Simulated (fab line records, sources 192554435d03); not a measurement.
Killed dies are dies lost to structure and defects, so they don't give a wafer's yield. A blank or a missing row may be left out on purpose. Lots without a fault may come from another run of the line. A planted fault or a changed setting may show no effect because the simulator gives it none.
Problem report in the 8D (eight disciplines) form, filled by code | flow n5_finfet | the parts of the form that need people (team, actions taken, sign-off) are left out

1. THE PROBLEM
killed_at_contacts at N5_PASSIVATION_PROBE_49 reads a mean of 760 on 3 wafers of 3 lots; wafers without a fault read 13 with a standard deviation of 6.5. That is +99 or more standard deviations from the usual mean.
First seen on wafer L874.4, day 19 02:55, on prober-02. The record holds 10 wafers of 4 lots with a number at this step. Rule for "out", or "out of limits": more than 4 standard deviations from the usual mean. The other wafers with a number count as sound.

2. WHAT IT IS AND WHAT IT IS NOT
question                    | is                                             | is not
which readings at this step | killed_at_contacts, killed_dies, killed_on_rim | killed_at_M0_to_M3, killed_at_M4_up, killed_at_front_end, killed_at_other, killed_open, killed_short
which lots                  | L874, L875, L876                               | L869
which wafers of those lots  | L874.4, L875.4, L876.1                         | L874.3, L875.3, L875.5, L876.3
read on which tools         | prober-01, prober-02                           | -
when                        | from day 19 02:55                              | up to then (4 sound wafers); but 3 sound wafers of L875, L876 came after

3. SUSPECTS, AND WHAT RULES EACH OUT
Counting: a tool at a process step up to the reading stays a suspect if it ran every lot that is out. Sound lots after the first of them don't rule it out here, since some wafers of a struck lot are sound.
- rie_diel-04 at N5_MOL_CONTACT_COAG_ETCH_106 (etches SOC in N2/H2, target depth 80 nm, overetch 16 nm, time 120 s): kept. It ran every lot that is out, first L874 (day 9 20:32).
Left after counting: rie_diel-04 at N5_MOL_CONTACT_COAG_ETCH_106.

4. THE CAUSE (what the simulator had put in)
Process parameter drift: rie_diel-04, from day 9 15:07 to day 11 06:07, at N5_MOL_CONTACT_COAG_ETCH_106. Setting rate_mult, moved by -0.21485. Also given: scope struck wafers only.
Counting left only this tool.

5. THE CHAIN OF EFFECTS, in route order
Each row: a reading whose mean over the struck wafers that have a number lies more than 3 standard deviations from the usual. Only readings for which the record gives a usual standard deviation are gone through. hours: the time from each lot's start at the first step in this table that gives one to its start at this step, as a median over the lots. sigmas: the change in usual standard deviations.
hours | step                    | reading            | usual | on struck wafers | change | sigmas
0     | N5_PASSIVATION_PROBE_49 | killed_at_contacts | 13    | 760              | +747   | +99 or more
0     | N5_PASSIVATION_PROBE_49 | killed_dies        | 102   | 847              | +745   | +44
0     | N5_PASSIVATION_PROBE_49 | killed_on_rim      | 13    | 100              | +87    | +21
The process steps in it:
- N5_PASSIVATION_PROBE_49

6. WHAT WOULD HAVE CAUGHT IT SOONER
In this record the first reading out of limits was taken at day 19 02:55, 228 hours after the fault began at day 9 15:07.
Of the tool readings at N5_MOL_CONTACT_COAG_ETCH_106 for which the record gives a usual standard deviation, none was out on any struck wafer, so an alarm limit of 4 standard deviations on them would not have fired.
All the lots that are out (3) had begun N5_MOL_CONTACT_COAG_ETCH_106 on rie_diel-04 by day 19 02:55. A hold on the tool at that time would have spared none of them.
